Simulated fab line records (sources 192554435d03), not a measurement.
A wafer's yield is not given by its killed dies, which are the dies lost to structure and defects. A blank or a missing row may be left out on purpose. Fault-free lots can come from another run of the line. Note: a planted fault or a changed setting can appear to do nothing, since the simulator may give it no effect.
Chamber matching | flow n5_finfet | rie_diel-01 running N5_BEOL_M3_ETCHBACK_99: 4 sister chambers
The step etches SiO2 in CHF3, target depth 5 nm, time 10.4 s. 4 wafers are shown with their chamber, then 7 later ones without.

## EACH WAFER AND ITS CHAMBER
wafer  | chamber | throttle_valve_pct (%)
L855.2 | 3       | 16.96
L857.6 | 1       | 17.59
L856.2 | 2       | 16.93
L856.5 | 0       | 16.76

## WAFERS MISSING THEIR CHAMBER
wafer  | throttle_valve_pct (%)
L856.6 | 17.59
L862.1 | 17.61
L862.2 | 16.99
L862.3 | 16.77
L865.1 | 16.97
L865.4 | 17.64
L865.5 | 16.98

## WHICH CHAMBER EACH WENT THROUGH
wafer  | from the rows above     | in truth
L856.6 | 1                       | 1
L862.1 | 1                       | 1
L862.2 | can't be placed: 3 or 2 | 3
L862.3 | 0                       | 0
L865.1 | can't be placed: 3 or 2 | 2
L865.4 | 1                       | 1
L865.5 | can't be placed: 3 or 2 | 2
Placed correctly: 4 of 7. Unplaceable from these rows: 3, with the true chamber sitting among the candidates in 3. 0 placed wrongly.
How it was worked out, from the rows above alone: a wafer's distance from a chamber is the root of the sum, over the readings, of the square of ((its reading less the chamber's mean) divided by the reading's scatter). If the next closest chamber is less than 2 further off than the closest, the wafer can't be placed; otherwise it belongs to the closest. For every chamber, the mean is computed from those of its wafers that are shown. The scatter (one wafer shown for each chamber): square how far every hidden wafer sits from the nearest shown wafer, average those squares and take the square root.
